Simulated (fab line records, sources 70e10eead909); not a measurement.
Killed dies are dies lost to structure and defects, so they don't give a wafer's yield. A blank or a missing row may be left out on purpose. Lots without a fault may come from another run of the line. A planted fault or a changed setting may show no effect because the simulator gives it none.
A struck lot beside a sound one | flow nand_harc | 14 steps out of a route of 1302
Sound: wafers L149.2, L149.4, L149.6. Struck: wafers L155.2, L155.3, L155.4. The cause comes at the end.
At each step with rows: each side's tool, then ch and its chambers, then its first start. Under that, the readings that differ: sound wafers | struck wafers | difference of the means | sigmas: that difference in standard deviations of wafers without a fault.
alike: readings whose means differ by less than 2 such deviations, and words and numbers that are the same on both sides. not compared: withheld readings, readings that some wafer has no value for, bounds like >300 that may hide the same value, and numbers for which the record gives no deviation and whose values overlap.
The two part at a step that has a row with sigmas, a row that says differs or no value, or rows on one side only. Numbers that don't overlap but have no deviation are shown without sigmas and don't part them. A reading that every wafer of one side lacks parts them only if that side has two wafers or more.

NHARC_A_ONON_D1_THK_MEAS_30: measures by ellipsometry.
  sound on film_metro-01, day 9 22:13; struck on film_metro-01, day 12 21:43
  alike: thk_nm
NHARC_A_ONON_D1_DEP_33: deposits SiO2, target thk 200 nm.
  sound on pecvd-04 ch 0,2, day 9 22:21; struck on pecvd-02 ch 0,2, day 12 21:46
  reading                | sound          | struck         | difference | sigmas
  throttle_valve_pct (%) | 16.7 16.3 16.8 | 15.5 14.9 15.0 | -1.5       | -2
  alike: heater_power_w
NHARC_A_ONON_D1_THK_MEAS_34: measures by ellipsometry.
  sound on film_metro-02, day 9 22:41; struck on film_metro-02, day 12 22:11
  alike: thk_nm
NHARC_A_ONON_D1_INSPECT_32:
  sound on defect_inspect-01, day 9 22:46; struck on defect_inspect-01, day 12 22:16
  alike: raw_defect_count
NHARC_A_CHANNEL_HOLE_D1_DEP_00: deposits aC, target thk 3100 nm.
  sound on acl_dep-03 ch 0, day 10 00:03; struck on acl_dep-01 ch 0, day 12 23:40
  alike: throttle_valve_pct
NHARC_A_CHANNEL_HOLE_D1_DEP_01: deposits SiON, target thk 140 nm.
  sound on pecvd-04 ch 0,1,2, day 10 01:42; struck on pecvd-04 ch 0,1,2, day 13 01:17
  alike: heater_power_w
then, 5 steps without rows for these wafers: NHARC_A_CHANNEL_HOLE_D1_DEHYDRATE_02 (time 120 s); NHARC_A_CHANNEL_HOLE_D1_HMDS_03 (time 30 s); NHARC_A_CHANNEL_HOLE_D1_COAT_36 (time 75 s); NHARC_A_CHANNEL_HOLE_D1_COAT_37 (time 65 s); NHARC_A_CHANNEL_HOLE_D1_COAT_04 (resist thk 90 nm).
NHARC_A_CHANNEL_HOLE_D1_SOFTBAKE_05: time 55 s.
  sound on litho_track-01 ch 0, day 10 01:00; struck on litho_track-01 ch 0, day 13 01:00
  reading                  | sound                | struck               | difference | sigmas
  heater_power_total_W (W) | 188.37 188.45 188.36 | 175.41 175.40 175.86 | -12.84     | -86
  plate_temp_C (C)         | 104.83 104.72 104.83 | 99.55 99.40 99.60    | -5.28      | -41
then, 1 step without rows for these wafers: NHARC_A_CHANNEL_HOLE_D1_EBR_06.
-- the record jumps here: 16 days lie between the struck wafers' starts before and after (it left off in module A_CHANNEL_HOLE_D1 and takes up again in module END, whose first step shown is number 1302 of the route) --
NHARC_END_SORT_01:
  the record has rows for the struck wafers here (prober-01 ch 0, day 29 03:16) and none for the sound ones

WHERE THEY PART
First at NHARC_A_ONON_D1_DEP_33; last, within this record, at NHARC_END_SORT_01.

WHY: what the simulator had put in
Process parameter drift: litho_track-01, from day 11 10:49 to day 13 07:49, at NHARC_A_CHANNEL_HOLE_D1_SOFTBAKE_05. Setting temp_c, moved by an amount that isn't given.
